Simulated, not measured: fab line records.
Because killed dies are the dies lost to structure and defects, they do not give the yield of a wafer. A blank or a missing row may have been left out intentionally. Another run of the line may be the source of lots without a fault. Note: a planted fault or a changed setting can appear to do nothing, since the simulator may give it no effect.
Matching of chambers	flow nand-harc	4 sister chambers for NHARC_A_CHANNEL_FILL_D1_STRIP_28 on rie-diel-03
The step strips in O2, time 20 s. 22 wafers are shown with their chamber, then 11 later ones without.

WAFERS WITH THEIR CHAMBER
wafer	chamber	drypump-motor-current-A (A)	oes-product-au (a.u.)	throttle-valve-pct (%)
L074.4	3	5.9	0.994	17.039
L074.5	0	5.7	0.997	17.029
L074.6	3	5.9	0.995	17.024
L077.1	3	5.9	1.002	17.034
L077.2	2	6.1	0.990	17.040
L077.3	0	5.7	1.011	17.032
L077.4	1	5.1	0.995	17.036
L077.5	0	5.7	1.010	17.025
L077.6	3	5.9	1.004	17.045
L078.4	1	5.1	0.983	17.035
L078.5	0	5.7	1.013	17.032
L078.6	3	5.9	0.998	17.035
L080.3	2	6.1	1.007	17.028
L080.5	1	5.0	0.989	17.041
L080.6	0	5.7	1.018	17.034
L082.4	2	6.1	1.002	17.029
L082.5	0	5.7	1.011	17.038
L082.6	3	5.9	1.002	17.029
L084.1	1	5.1	0.983	17.030
L084.2	0	5.7	0.998	17.018
L084.4	2	6.1	1.007	17.024
L088.1	3	5.9	0.997	17.048

SIGNATURES, as means of the wafers listed above
reading	chamber 0	chamber 1	chamber 2	chamber 3	scatter within a chamber
drypump-motor-current-A	5.700	5.075	6.100	5.900	0.0204
oes-product-au	1.00829	0.98750	1.00150	0.99886	0.00645
throttle-valve-pct	17.02971	17.03550	17.03025	17.03629	0.00703
Rule: a wafer's distance from a chamber is the root of the sum, over the readings, of the square of ((its reading less the chamber's mean) divided by the reading's scatter). If the next closest chamber is less than 2 further off than the closest, the wafer can't be placed; otherwise it belongs to the closest. The scatter: the root of (the sum of the squares of (reading less its chamber's mean) over the shown wafers, divided by (wafers less chambers)).

WAFERS WITH NO CHAMBER GIVEN
wafer	drypump-motor-current-A (A)	oes-product-au (a.u.)	throttle-valve-pct (%)
L088.3	5.7	1.012	17.045
L088.6	5.0	0.983	17.022
L086.1	5.9	0.985	17.047
L086.3	6.1	1.001	17.050
L086.6	5.1	0.976	17.034
L094.1	5.0	0.987	17.025
L094.2	5.9	0.996	17.041
L094.4	6.1	1.010	17.049
L095.3	5.1	0.990	17.038
L095.4	6.1	1.013	17.026
L095.6	5.9	1.002	17.049

EACH ONE'S CHAMBER
wafer	from the rows above	in truth
L088.3	0	0
L088.6	1	1
L086.1	3	3
L086.3	2	2
L086.6	1	1
L094.1	1	1
L094.2	3	3
L094.4	2	2
L095.3	1	1
L095.4	2	2
L095.6	3	3
Correct placement for 11 of the 11. From these rows, 0 cannot be placed. Wrongly placed: 0.
